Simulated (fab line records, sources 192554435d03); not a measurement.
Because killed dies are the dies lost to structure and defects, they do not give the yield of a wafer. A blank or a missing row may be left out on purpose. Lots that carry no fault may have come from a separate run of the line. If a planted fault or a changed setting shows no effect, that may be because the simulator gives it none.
Split-lot study | flow n5Finfet | route with 1938 steps; 7 lots, 21 wafers read

## ABOUT THE SPLIT
At N5_FIN_SAQP_PEB_14 (peb time 60 s), the setting pebTimeS was moved away from the recipe's 60 s on 9 of the 21 wafers read, by -14.2% to +18.8%. All remaining wafers had this setting at the recipe value.

## BETWEEN THE SPLIT AND THE READING: the file shows 1 step in between
- N5_FIN_SAQP_DEVELOP_15: develop time 30 s

## THE READING
cdNm, in nm, at N5_FIN_SAQP_CD_MEAS_16 (target cd 35.6 nm). A value of 35.53 nm with a standard deviation of 0.28 nm is what fault-free wafers of this fab line usually give.

wafer  | tool, chamber at the split | pebTimeS as run, s | against the recipe | cdNm, nm | against lot-mates on the recipe
L074.4 | lithoTrack-05, 0           | 52.83              | -12.0%             | 37.96    | +2.37
L074.5 | lithoTrack-05, 0           | 60                 | recipe             | 35.75    | -
L074.6 | lithoTrack-05, 0           | 60                 | recipe             | 35.43    | -
L076.2 | lithoTrack-01, 0           | 64.87              | +8.1%              | 34.04    | -1.57
L076.3 | lithoTrack-01, 0           | 60                 | recipe             | 35.51    | -
L076.6 | lithoTrack-01, 0           | 60                 | recipe             | 35.72    | -
L080.3 | lithoTrack-05, 0           | 60                 | recipe             | 35.38    | -
L080.4 | lithoTrack-05, 0           | 60                 | recipe             | 35.30    | -
L080.6 | lithoTrack-05, 0           | 60                 | recipe             | 35.19    | -
L086.1 | lithoTrack-01, 0           | 51.49              | -14.2%             | 37.55    | +1.87
L086.3 | lithoTrack-01, 0           | 60                 | recipe             | 35.68    | -
L086.6 | lithoTrack-01, 0           | 51.49              | -14.2%             | 38.02    | +2.34
L087.2 | lithoTrack-05, 0           | 60                 | recipe             | 35.83    | -
L087.5 | lithoTrack-05, 0           | 71.26              | +18.8%             | 33.61    | -2.22
L087.6 | lithoTrack-05, 0           | 71.26              | +18.8%             | 33.63    | -2.20
L089.4 | lithoTrack-03, 0           | 60                 | recipe             | 35.34    | -
L089.5 | lithoTrack-03, 0           | 60                 | recipe             | 35.28    | -
L089.6 | lithoTrack-03, 0           | 64.08              | +6.8%              | 34.31    | -1.00
L096.1 | lithoTrack-01, 0           | 60                 | recipe             | 35.93    | -
L096.2 | lithoTrack-01, 0           | 54.71              | -8.8%              | 37.09    | +1.16
L096.5 | lithoTrack-01, 0           | 54.71              | -8.8%              | 37.04    | +1.11

FIT RESULTS
A straight line over all 21 wafers: cdNm changes by -0.139 nm for each +1% of pebTimeS; r = -0.96; the points scatter about the line by 0.37 nm.
The same after taking each lot's own level away (the mean of its wafers on the recipe; 21 wafers): -0.139 nm for each +1%; r = -0.98; scatter 0.25 nm.
Per that fit: largest pebTimeS move, reading shift of 2.6 nm.
Measured against the standard deviation above, the lots' own levels, which go from 35.290 to 35.930 nm, span 2.3 times it.
The two slopes agree, so the slope changes little with the lot-to-lot level.
Check: with one of the wafers moved furthest among these (+18.8%) left out of the fit, the line predicts -2.68 nm for it against its lot-mates. Against them it came out at -2.22 nm.

## OTHER SPLITS APPLIED TO THESE WAFERS
These wafers also went through other splits before the reading. Each is held against what the fit with the lots' levels taken away leaves over:
other split on the same wafers      | wafers away from the commonest value | r with cdNm (lot level and that fit taken away)
N5_WELL_APT_EXPOSE_05 doseMj        | 3                                    | -0.17
N5_WELL_APT_DEVELOP_07 developTimeS | 7                                    | +0.02
N5_FIN_SAQP_PECVD_06 timeS          | 4                                    | +0.10

## FILE'S OWN FIT
cdNm changes by -0.146 nm for each +1% of pebTimeS, r = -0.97.
